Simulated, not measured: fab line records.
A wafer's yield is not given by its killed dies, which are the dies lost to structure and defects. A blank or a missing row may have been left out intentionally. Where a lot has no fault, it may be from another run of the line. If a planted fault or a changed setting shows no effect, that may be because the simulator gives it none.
fab line records / flow nand_harc / part 2 of 2: steps 23 to 30 of 30
[record] lots = 5 wafers = 15 last_day = 31
route steps=1302 shown A_CONTACT@991
lots with no fault: from the same line, run without faults
start_h: start of the lot's first displayed wafer, in hours after the record's first day / wait_h: hours elapsed since this lot's preceding step / " identical to the entry in the row above / L1.1+2: a single row standing in for several wafers / - no value, or no start was given / * or withheld: withheld / < > ~ a bound
route shown NAME@n: names a module that has steps shown in the file, with the first one's number in the route / usual: mean/standard deviation taken from wafers without a fault / same: alike in all rows / chamber/n: place in a boat / sites: per-site readings / _std_site: their standard deviation / _edge_site: the outer-site mean with the inner-site mean subtracted / radius_mm: for every site, how far away it sits from the centre of the wafer / mask NAME#n: copy n / behind: the tool/chamber that last shaped the wafer / hold: what put the lot on hold/how long, in hours/how the hold closed / device: whichever transistor did not switch (one of n, p or np) / end of line: the same wafers' tests at the end of the route / a step without rows: its recipe alone / killed: dies that structure and defects cost at the first sort, which is not the same as the wafer's yield / map: per-die view of a wafer (x killed, . not killed, _ where there is no die)
set.NAME: setting as actually run; set.NAME@STEP: the setting as run at that earlier step / model.NAME: the simulator's own value behind a step, which no gauge read
lots at some steps of the route; a table a step, a row a wafer
services: from which hour (start_h, from the record's first day; less than 0 if before it) a tool's chamber was out of use, for how many hours, and why
[[steps]]
[step NHARC_A_CONTACT_ETCH_119]
[recipe] source_w = withheld pressure_mtorr = 20 bias_v = 3000 time_s = 190 target_depth_a = 18500 ar_flow_sccm = withheld c4f8_flow_sccm = withheld o2_flow_sccm = withheld chemistry = C4F8/O2/Ar
lot.wafer=L085.1 tool=har_cap_etch-03 chamber=1 start_h=590.72 wait_h=0.1 rf_hours_counter_h=58
lot.wafer=L085.3 tool=har_cap_etch-03 chamber=1 start_h=590.72 wait_h=0.1 rf_hours_counter_h=-
lot.wafer=L085.5 tool=har_cap_etch-03 chamber=1 start_h=590.72 wait_h=0.1 rf_hours_counter_h=-
lot.wafer=L084.1 tool=har_cap_etch-02 chamber=0 start_h=590.86 wait_h=0.1 rf_hours_counter_h=100
lot.wafer=L084.2 tool=har_cap_etch-02 chamber=1 start_h=590.86 wait_h=0.1 rf_hours_counter_h=100
lot.wafer=L084.5 tool=har_cap_etch-02 chamber=0 start_h=590.86 wait_h=0.1 rf_hours_counter_h=-
lot.wafer=L089.3 tool=har_cap_etch-02 chamber=1 start_h=639.92 wait_h=0.1 rf_hours_counter_h=-
lot.wafer=L089.4 tool=har_cap_etch-02 chamber=0 start_h=639.92 wait_h=0.1 rf_hours_counter_h=-
lot.wafer=L089.5 tool=har_cap_etch-02 chamber=1 start_h=639.92 wait_h=0.1 rf_hours_counter_h=-
lot.wafer=L091.3 tool=har_cap_etch-02 chamber=1 start_h=668.79 wait_h=0.1 rf_hours_counter_h=-
lot.wafer=L091.6 tool=har_cap_etch-02 chamber=0 start_h=668.79 wait_h=0.1 rf_hours_counter_h=-
lot.wafer=L091.5 tool=har_cap_etch-02 chamber=1 start_h=668.79 wait_h=0.1 rf_hours_counter_h=-
lot.wafer=L092.2 tool=har_cap_etch-02 chamber=1 start_h=685.37 wait_h=0.1 rf_hours_counter_h=118
lot.wafer=L092.1 tool=har_cap_etch-02 chamber=0 start_h=685.37 wait_h=0.1 rf_hours_counter_h=118
lot.wafer=L092.6 tool=har_cap_etch-02 chamber=0 start_h=685.37 wait_h=0.1 rf_hours_counter_h=-
[step NHARC_A_CONTACT_ETCH_120]
[recipe] source_w = withheld pressure_mtorr = 20 bias_v = 3000 time_s = 190 target_depth_a = 18500 ar_flow_sccm = withheld c4f8_flow_sccm = withheld o2_flow_sccm = withheld chemistry = C4F8/O2/Ar
lot.wafer=L085.1 tool=har_cap_etch-03 chamber=1 start_h=590.89 wait_h=0.1 rf_hours_counter_h=59
lot.wafer=L085.3 tool=har_cap_etch-03 chamber=1 start_h=590.89 wait_h=0.1 rf_hours_counter_h=-
lot.wafer=L085.5 tool=har_cap_etch-03 chamber=1 start_h=590.89 wait_h=0.1 rf_hours_counter_h=-
lot.wafer=L084.1 tool=har_cap_etch-02 chamber=0 start_h=591.03 wait_h=0.1 rf_hours_counter_h=100
lot.wafer=L084.2 tool=har_cap_etch-02 chamber=1 start_h=591.03 wait_h=0.1 rf_hours_counter_h=100
lot.wafer=L084.5 tool=har_cap_etch-02 chamber=0 start_h=591.03 wait_h=0.1 rf_hours_counter_h=-
lot.wafer=L089.3 tool=har_cap_etch-02 chamber=1 start_h=640.09 wait_h=0.1 rf_hours_counter_h=-
lot.wafer=L089.4 tool=har_cap_etch-02 chamber=0 start_h=640.09 wait_h=0.1 rf_hours_counter_h=-
lot.wafer=L089.5 tool=har_cap_etch-02 chamber=1 start_h=640.09 wait_h=0.1 rf_hours_counter_h=-
lot.wafer=L091.3 tool=har_cap_etch-02 chamber=1 start_h=668.96 wait_h=0.1 rf_hours_counter_h=-
lot.wafer=L091.6 tool=har_cap_etch-02 chamber=0 start_h=668.96 wait_h=0.1 rf_hours_counter_h=-
lot.wafer=L091.5 tool=har_cap_etch-02 chamber=1 start_h=668.96 wait_h=0.1 rf_hours_counter_h=-
lot.wafer=L092.2 tool=har_cap_etch-02 chamber=1 start_h=685.54 wait_h=0.1 rf_hours_counter_h=118
lot.wafer=L092.1 tool=har_cap_etch-02 chamber=0 start_h=685.54 wait_h=0.1 rf_hours_counter_h=118
lot.wafer=L092.6 tool=har_cap_etch-02 chamber=0 start_h=685.54 wait_h=0.1 rf_hours_counter_h=-
[step NHARC_A_CONTACT_ETCH_121]
[recipe] source_w = withheld pressure_mtorr = 20 bias_v = 3000 time_s = 190 target_depth_a = 18500 ar_flow_sccm = withheld c4f8_flow_sccm = withheld o2_flow_sccm = withheld chemistry = C4F8/O2/Ar
lot.wafer=L085.1 tool=har_cap_etch-03 chamber=1 start_h=591.06 wait_h=0.1 rf_hours_counter_h=59
lot.wafer=L085.3 tool=har_cap_etch-03 chamber=1 start_h=591.06 wait_h=0.1 rf_hours_counter_h=-
lot.wafer=L085.5 tool=har_cap_etch-03 chamber=1 start_h=591.06 wait_h=0.1 rf_hours_counter_h=-
lot.wafer=L084.1 tool=har_cap_etch-02 chamber=0 start_h=591.20 wait_h=0.1 rf_hours_counter_h=100
lot.wafer=L084.2 tool=har_cap_etch-02 chamber=1 start_h=591.20 wait_h=0.1 rf_hours_counter_h=100
lot.wafer=L084.5 tool=har_cap_etch-02 chamber=0 start_h=591.20 wait_h=0.1 rf_hours_counter_h=-
lot.wafer=L089.3 tool=har_cap_etch-02 chamber=1 start_h=640.26 wait_h=0.1 rf_hours_counter_h=-
lot.wafer=L089.4 tool=har_cap_etch-02 chamber=0 start_h=640.26 wait_h=0.1 rf_hours_counter_h=-
lot.wafer=L089.5 tool=har_cap_etch-02 chamber=1 start_h=640.26 wait_h=0.1 rf_hours_counter_h=-
lot.wafer=L091.3 tool=har_cap_etch-02 chamber=1 start_h=669.13 wait_h=0.1 rf_hours_counter_h=-
lot.wafer=L091.6 tool=har_cap_etch-02 chamber=0 start_h=669.13 wait_h=0.1 rf_hours_counter_h=-
lot.wafer=L091.5 tool=har_cap_etch-02 chamber=1 start_h=669.13 wait_h=0.1 rf_hours_counter_h=-
lot.wafer=L092.2 tool=har_cap_etch-02 chamber=1 start_h=685.71 wait_h=0.1 rf_hours_counter_h=118
lot.wafer=L092.1 tool=har_cap_etch-02 chamber=0 start_h=685.71 wait_h=0.1 rf_hours_counter_h=118
lot.wafer=L092.6 tool=har_cap_etch-02 chamber=0 start_h=685.71 wait_h=0.1 rf_hours_counter_h=-
[step NHARC_A_CONTACT_ETCH_122]
[recipe] source_w = withheld pressure_mtorr = 20 bias_v = 3000 time_s = 190 target_depth_a = 18500 ar_flow_sccm = withheld c4f8_flow_sccm = withheld o2_flow_sccm = withheld chemistry = C4F8/O2/Ar
lot.wafer=L085.1 tool=har_cap_etch-03 chamber=1 start_h=591.24 wait_h=0.1 rf_hours_counter_h=59
lot.wafer=L085.3 tool=har_cap_etch-03 chamber=1 start_h=591.24 wait_h=0.1 rf_hours_counter_h=-
lot.wafer=L085.5 tool=har_cap_etch-03 chamber=1 start_h=591.24 wait_h=0.1 rf_hours_counter_h=-
lot.wafer=L084.1 tool=har_cap_etch-02 chamber=0 start_h=591.37 wait_h=0.1 rf_hours_counter_h=100
lot.wafer=L084.2 tool=har_cap_etch-02 chamber=1 start_h=591.37 wait_h=0.1 rf_hours_counter_h=100
lot.wafer=L084.5 tool=har_cap_etch-02 chamber=0 start_h=591.37 wait_h=0.1 rf_hours_counter_h=-
lot.wafer=L089.3 tool=har_cap_etch-02 chamber=1 start_h=640.43 wait_h=0.1 rf_hours_counter_h=-
lot.wafer=L089.4 tool=har_cap_etch-02 chamber=0 start_h=640.43 wait_h=0.1 rf_hours_counter_h=-
lot.wafer=L089.5 tool=har_cap_etch-02 chamber=1 start_h=640.43 wait_h=0.1 rf_hours_counter_h=-
lot.wafer=L091.3 tool=har_cap_etch-02 chamber=1 start_h=669.30 wait_h=0.1 rf_hours_counter_h=-
lot.wafer=L091.6 tool=har_cap_etch-02 chamber=0 start_h=669.30 wait_h=0.1 rf_hours_counter_h=-
lot.wafer=L091.5 tool=har_cap_etch-02 chamber=1 start_h=669.30 wait_h=0.1 rf_hours_counter_h=-
lot.wafer=L092.2 tool=har_cap_etch-02 chamber=1 start_h=685.88 wait_h=0.1 rf_hours_counter_h=118
lot.wafer=L092.1 tool=har_cap_etch-02 chamber=0 start_h=685.88 wait_h=0.1 rf_hours_counter_h=118
lot.wafer=L092.6 tool=har_cap_etch-02 chamber=0 start_h=685.88 wait_h=0.1 rf_hours_counter_h=-
[step NHARC_A_CONTACT_ETCH_123]
[recipe] source_w = withheld pressure_mtorr = 20 bias_v = 400 time_s = 490 target_depth_a = 21100 ar_flow_sccm = withheld c4f8_flow_sccm = 11.5 o2_flow_sccm = 7.2 chemistry = C4F8/O2/Ar
lot.wafer=L085.1 tool=har_cap_etch-03 chamber=1 start_h=591.47 wait_h=0.2 rf_hours_counter_h=59
lot.wafer=L085.3 tool=har_cap_etch-03 chamber=1 start_h=591.47 wait_h=0.2 rf_hours_counter_h=-
lot.wafer=L085.5 tool=har_cap_etch-03 chamber=1 start_h=591.47 wait_h=0.2 rf_hours_counter_h=-
lot.wafer=L084.1 tool=har_cap_etch-02 chamber=0 start_h=591.54 wait_h=0.1 rf_hours_counter_h=101
lot.wafer=L084.2 tool=har_cap_etch-02 chamber=1 start_h=591.54 wait_h=0.1 rf_hours_counter_h=101
lot.wafer=L084.5 tool=har_cap_etch-02 chamber=0 start_h=591.54 wait_h=0.1 rf_hours_counter_h=-
lot.wafer=L089.3 tool=har_cap_etch-02 chamber=1 start_h=640.72 wait_h=0.3 rf_hours_counter_h=-
lot.wafer=L089.4 tool=har_cap_etch-02 chamber=0 start_h=640.72 wait_h=0.3 rf_hours_counter_h=-
lot.wafer=L089.5 tool=har_cap_etch-02 chamber=1 start_h=640.72 wait_h=0.3 rf_hours_counter_h=-
lot.wafer=L091.3 tool=har_cap_etch-02 chamber=1 start_h=669.65 wait_h=0.3 rf_hours_counter_h=-
lot.wafer=L091.6 tool=har_cap_etch-02 chamber=0 start_h=669.65 wait_h=0.3 rf_hours_counter_h=-
lot.wafer=L091.5 tool=har_cap_etch-02 chamber=1 start_h=669.65 wait_h=0.3 rf_hours_counter_h=-
lot.wafer=L092.2 tool=har_cap_etch-02 chamber=1 start_h=686.05 wait_h=0.1 rf_hours_counter_h=118
lot.wafer=L092.1 tool=har_cap_etch-02 chamber=0 start_h=686.05 wait_h=0.1 rf_hours_counter_h=118
lot.wafer=L092.6 tool=har_cap_etch-02 chamber=0 start_h=686.05 wait_h=0.1 rf_hours_counter_h=-
[step NHARC_A_CONTACT_ETCH_90]
[recipe] target_depth_a = 400 over_etch_frac = 0.5 time_s = 85.7 ion_energy_ev = 120 ch3f_flow_sccm = 50 o2_flow_sccm = 30 ar_flow_sccm = 200 rf_w = 500 bias_w = 100 chemistry = CH3F/O2
[usual] drypump_motor_current_A = 5.8/0.56 oes_product_au = 0.96/0.037 rf_vpp_V = 244.3/2.1 showerhead_plenum_p_Torr = 2.46/0.14 throttle_valve_pct = 20.665/0.0084
lot.wafer=L085.3 tool=rie_diel-08 chamber=0 start_h=592.39 wait_h=0.7 drypump_motor_current_A=5.4 oes_product_au=0.99 rf_hours_counter_h=9 rf_vpp_V=243.1 showerhead_plenum_p_Torr=2.32 throttle_valve_pct=20.670
lot.wafer=L085.1 tool=rie_diel-08 chamber=1 start_h=592.39 wait_h=0.7 drypump_motor_current_A=6.0 oes_product_au=1.01 rf_hours_counter_h=12 rf_vpp_V=246.5 showerhead_plenum_p_Torr=2.63 throttle_valve_pct=20.662
lot.wafer=L085.5 tool=rie_diel-08 chamber=2 start_h=592.39 wait_h=0.7 drypump_motor_current_A=5.2 oes_product_au=1.00 rf_hours_counter_h=- rf_vpp_V=242.0 showerhead_plenum_p_Torr=2.32 throttle_valve_pct=20.669
lot.wafer=L084.2 tool=rie_diel-03 chamber=2 start_h=592.54 wait_h=0.8 drypump_motor_current_A=6.1 oes_product_au=0.98 rf_hours_counter_h=21 rf_vpp_V=242.2 showerhead_plenum_p_Torr=2.27 throttle_valve_pct=20.666
lot.wafer=L084.1 tool=rie_diel-03 chamber=3 start_h=592.54 wait_h=0.8 drypump_motor_current_A=6.2 oes_product_au=0.99 rf_hours_counter_h=20 rf_vpp_V=245.1 showerhead_plenum_p_Torr=2.44 throttle_valve_pct=20.666
lot.wafer=L084.5 tool=rie_diel-03 chamber=0 start_h=592.54 wait_h=0.8 drypump_motor_current_A=5.1 oes_product_au=0.99 rf_hours_counter_h=- rf_vpp_V=245.1 showerhead_plenum_p_Torr=2.65 throttle_valve_pct=20.666
lot.wafer=L089.3 tool=rie_diel-04 chamber=3 start_h=641.54 wait_h=0.7 drypump_motor_current_A=5.9 oes_product_au=0.92 rf_hours_counter_h=32 rf_vpp_V=245.9 showerhead_plenum_p_Torr=2.63 throttle_valve_pct=20.666
lot.wafer=L089.4 tool=rie_diel-04 chamber=0 start_h=641.54 wait_h=0.7 drypump_motor_current_A=5.7 oes_product_au=0.92 rf_hours_counter_h=36 rf_vpp_V=243.8 showerhead_plenum_p_Torr=2.36 throttle_valve_pct=20.668
lot.wafer=L089.5 tool=rie_diel-04 chamber=3 start_h=641.54 wait_h=0.7 drypump_motor_current_A=5.9 oes_product_au=0.93 rf_hours_counter_h=- rf_vpp_V=247.0 showerhead_plenum_p_Torr=2.62 throttle_valve_pct=20.673
lot.wafer=L091.3 tool=rie_diel-03 chamber=2 start_h=670.36 wait_h=0.6 drypump_motor_current_A=6.0 oes_product_au=0.92 rf_hours_counter_h=4 rf_vpp_V=247.7 showerhead_plenum_p_Torr=2.66 throttle_valve_pct=20.658
lot.wafer=L091.5 tool=rie_diel-03 chamber=2 start_h=670.36 wait_h=0.6 drypump_motor_current_A=6.0 oes_product_au=0.93 rf_hours_counter_h=- rf_vpp_V=246.1 showerhead_plenum_p_Torr=2.66 throttle_valve_pct=20.668
lot.wafer=L091.6 tool=rie_diel-03 chamber=3 start_h=670.36 wait_h=0.6 drypump_motor_current_A=6.2 oes_product_au=0.93 rf_hours_counter_h=- rf_vpp_V=242.4 showerhead_plenum_p_Torr=2.44 throttle_valve_pct=20.670
lot.wafer=L092.1 tool=rie_diel-03 chamber=2 start_h=687.06 wait_h=0.8 drypump_motor_current_A=6.0 oes_product_au=0.94 rf_hours_counter_h=7 rf_vpp_V=247.0 showerhead_plenum_p_Torr=2.66 throttle_valve_pct=20.672
lot.wafer=L092.2 tool=rie_diel-03 chamber=3 start_h=687.06 wait_h=0.8 drypump_motor_current_A=6.2 oes_product_au=0.94 rf_hours_counter_h=7 rf_vpp_V=243.6 showerhead_plenum_p_Torr=2.43 throttle_valve_pct=20.682
lot.wafer=L092.6 tool=rie_diel-03 chamber=0 start_h=687.06 wait_h=0.8 drypump_motor_current_A=5.1 oes_product_au=0.94 rf_hours_counter_h=- rf_vpp_V=246.3 showerhead_plenum_p_Torr=2.64 throttle_valve_pct=20.666
[step NHARC_A_CONTACT_ETCH_96]
[recipe] target_depth_a = 200 over_etch_frac = 0.5 time_s = 10 ion_energy_ev = 250 c4f6_flow_sccm = 25 o2_flow_sccm = 20 ar_flow_sccm = 500 rf_w = 600 bias_w = 500 chemistry = C4F6/O2
[usual] drypump_motor_current_A = 5.8/0.56 oes_product_au = 0.971/0.027 rf_vpp_V = 547/4.5 showerhead_plenum_p_Torr = 3.92/0.22 throttle_valve_pct = 26.903/0.0088
lot.wafer=L085.3 tool=rie_diel-08 chamber=1 start_h=- wait_h=- drypump_motor_current_A=6.0 oes_product_au=1.002 rf_hours_counter_h=12 rf_vpp_V=553 showerhead_plenum_p_Torr=4.18 throttle_valve_pct=26.902
lot.wafer=L085.1 tool=rie_diel-08 chamber=2 start_h=- wait_h=- drypump_motor_current_A=5.2 oes_product_au=1.002 rf_hours_counter_h=13 rf_vpp_V=543 showerhead_plenum_p_Torr=3.72 throttle_valve_pct=26.909
lot.wafer=L085.5 tool=rie_diel-08 chamber=1 start_h=- wait_h=- drypump_motor_current_A=6.0 oes_product_au=1.006 rf_hours_counter_h=- rf_vpp_V=552 showerhead_plenum_p_Torr=4.18 throttle_valve_pct=26.919
lot.wafer=L084.1 tool=rie_diel-03 chamber=2 start_h=- wait_h=- drypump_motor_current_A=6.0 oes_product_au=0.990 rf_hours_counter_h=21 rf_vpp_V=542 showerhead_plenum_p_Torr=3.64 throttle_valve_pct=26.913
lot.wafer=L084.2 tool=rie_diel-03 chamber=0 start_h=- wait_h=- drypump_motor_current_A=5.1 oes_product_au=0.987 rf_hours_counter_h=23 rf_vpp_V=554 showerhead_plenum_p_Torr=4.21 throttle_valve_pct=26.899
lot.wafer=L084.5 tool=rie_diel-03 chamber=1 start_h=- wait_h=- drypump_motor_current_A=6.7 oes_product_au=0.988 rf_hours_counter_h=- rf_vpp_V=542 showerhead_plenum_p_Torr=3.70 throttle_valve_pct=26.901
lot.wafer=L089.3 tool=rie_diel-04 chamber=0 start_h=- wait_h=- drypump_motor_current_A=5.7 oes_product_au=0.948 rf_hours_counter_h=36 rf_vpp_V=544 showerhead_plenum_p_Torr=3.77 throttle_valve_pct=26.912
lot.wafer=L089.4 tool=rie_diel-04 chamber=3 start_h=- wait_h=- drypump_motor_current_A=5.9 oes_product_au=0.953 rf_hours_counter_h=32 rf_vpp_V=552 showerhead_plenum_p_Torr=4.17 throttle_valve_pct=26.894
lot.wafer=L089.5 tool=rie_diel-04 chamber=1 start_h=- wait_h=- drypump_motor_current_A=4.8 oes_product_au=0.946 rf_hours_counter_h=- rf_vpp_V=552 showerhead_plenum_p_Torr=4.13 throttle_valve_pct=26.908
lot.wafer=L091.3 tool=rie_diel-03 chamber=3 start_h=- wait_h=- drypump_motor_current_A=6.2 oes_product_au=0.949 rf_hours_counter_h=4 rf_vpp_V=546 showerhead_plenum_p_Torr=3.89 throttle_valve_pct=26.904
lot.wafer=L091.5 tool=rie_diel-03 chamber=3 start_h=- wait_h=- drypump_motor_current_A=6.3 oes_product_au=0.957 rf_hours_counter_h=- rf_vpp_V=547 showerhead_plenum_p_Torr=3.89 throttle_valve_pct=26.907
lot.wafer=L091.6 tool=rie_diel-03 chamber=0 start_h=- wait_h=- drypump_motor_current_A=5.1 oes_product_au=0.946 rf_hours_counter_h=- rf_vpp_V=553 showerhead_plenum_p_Torr=4.21 throttle_valve_pct=26.891
lot.wafer=L092.1 tool=rie_diel-03 chamber=2 start_h=- wait_h=- drypump_motor_current_A=6.0 oes_product_au=0.935 rf_hours_counter_h=7 rf_vpp_V=553 showerhead_plenum_p_Torr=4.22 throttle_valve_pct=26.896
lot.wafer=L092.2 tool=rie_diel-03 chamber=1 start_h=- wait_h=- drypump_motor_current_A=6.7 oes_product_au=0.958 rf_hours_counter_h=8 rf_vpp_V=542 showerhead_plenum_p_Torr=3.70 throttle_valve_pct=26.894
lot.wafer=L092.6 tool=rie_diel-03 chamber=2 start_h=- wait_h=- drypump_motor_current_A=6.1 oes_product_au=0.940 rf_hours_counter_h=- rf_vpp_V=553 showerhead_plenum_p_Torr=4.22 throttle_valve_pct=26.917
[step NHARC_A_CONTACT_CD_MEAS_53]
[usual] cd_nm = 289.3/0.65
lot.wafer=L085.1 tool=cd_sem-03 chamber=- start_h=592.58 wait_h=- cd_nm=289.5
lot.wafer=L085.3 tool=cd_sem-03 chamber=- start_h=592.58 wait_h=- cd_nm=288.8
lot.wafer=L085.5 tool=cd_sem-03 chamber=- start_h=592.58 wait_h=- cd_nm=288.1
lot.wafer=L084.1 tool=cd_sem-01 chamber=- start_h=592.79 wait_h=- cd_nm=289.8
lot.wafer=L084.2 tool=cd_sem-01 chamber=- start_h=592.79 wait_h=- cd_nm=289.7
lot.wafer=L084.5 tool=cd_sem-01 chamber=- start_h=592.79 wait_h=- cd_nm=290.2
lot.wafer=L089.3 tool=cd_sem-02 chamber=- start_h=641.79 wait_h=- cd_nm=288.8
lot.wafer=L089.4 tool=cd_sem-02 chamber=- start_h=641.79 wait_h=- cd_nm=289.0
lot.wafer=L089.5 tool=cd_sem-02 chamber=- start_h=641.79 wait_h=- cd_nm=288.6
lot.wafer=L091.3 tool=cd_sem-01 chamber=- start_h=670.58 wait_h=- cd_nm=289.8
lot.wafer=L091.5 tool=cd_sem-01 chamber=- start_h=670.58 wait_h=- cd_nm=289.5
lot.wafer=L091.6 tool=cd_sem-01 chamber=- start_h=670.58 wait_h=- cd_nm=289.7
lot.wafer=L092.1 tool=cd_sem-01 chamber=- start_h=687.25 wait_h=- cd_nm=288.9
lot.wafer=L092.2 tool=cd_sem-01 chamber=- start_h=687.25 wait_h=- cd_nm=289.3
lot.wafer=L092.6 tool=cd_sem-01 chamber=- start_h=687.25 wait_h=- cd_nm=288.7
[[services]]
tool=rie_diel-03 chamber=0 start_h=565.52 hours=- kind=clean
tool=rie_diel-03 chamber=1 start_h=565.52 hours=- kind=clean
tool=rie_diel-03 chamber=2 start_h=565.52 hours=- kind=clean
tool=rie_diel-03 chamber=3 start_h=565.52 hours=- kind=clean
tool=arfi_scanner-01 chamber=- start_h=585.05 hours=1.4 kind=repair
tool=rie_diel-03 chamber=0 start_h=590.02 hours=- kind=clean
tool=rie_diel-03 chamber=1 start_h=590.02 hours=- kind=clean
tool=rie_diel-03 chamber=2 start_h=590.02 hours=- kind=clean
tool=rie_diel-03 chamber=3 start_h=590.02 hours=- kind=clean
tool=arfi_scanner-02 chamber=- start_h=592.41 hours=7.0 kind=repair
tool=arfi_scanner-03 chamber=- start_h=593.18 hours=3.6 kind=repair
tool=arfi_scanner-01 chamber=- start_h=603.42 hours=4.0 kind=pm
tool=rie_diel-03 chamber=2 start_h=608.39 hours=14.6 kind=repair
tool=arfi_scanner-02 chamber=- start_h=612.25 hours=0.6 kind=repair
tool=rie_diel-03 chamber=0 start_h=614.52 hours=- kind=clean
tool=rie_diel-03 chamber=1 start_h=614.52 hours=- kind=clean
tool=rie_diel-03 chamber=3 start_h=614.52 hours=- kind=clean
tool=rie_diel-04 chamber=- start_h=631.84 hours=2.2 kind=repair
tool=rie_diel-03 chamber=- start_h=635.52 hours=9.0 kind=pm
tool=rie_diel-03 chamber=0 start_h=635.52 hours=9.0 kind=vent_cycle
tool=rie_diel-03 chamber=1 start_h=635.52 hours=9.0 kind=vent_cycle
tool=arfi_scanner-02 chamber=- start_h=644.13 hours=1.1 kind=repair
tool=arfi_scanner-02 chamber=- start_h=656.00 hours=4.0 kind=pm
tool=litho_track-01 chamber=- start_h=680.00 hours=7.0 kind=pm
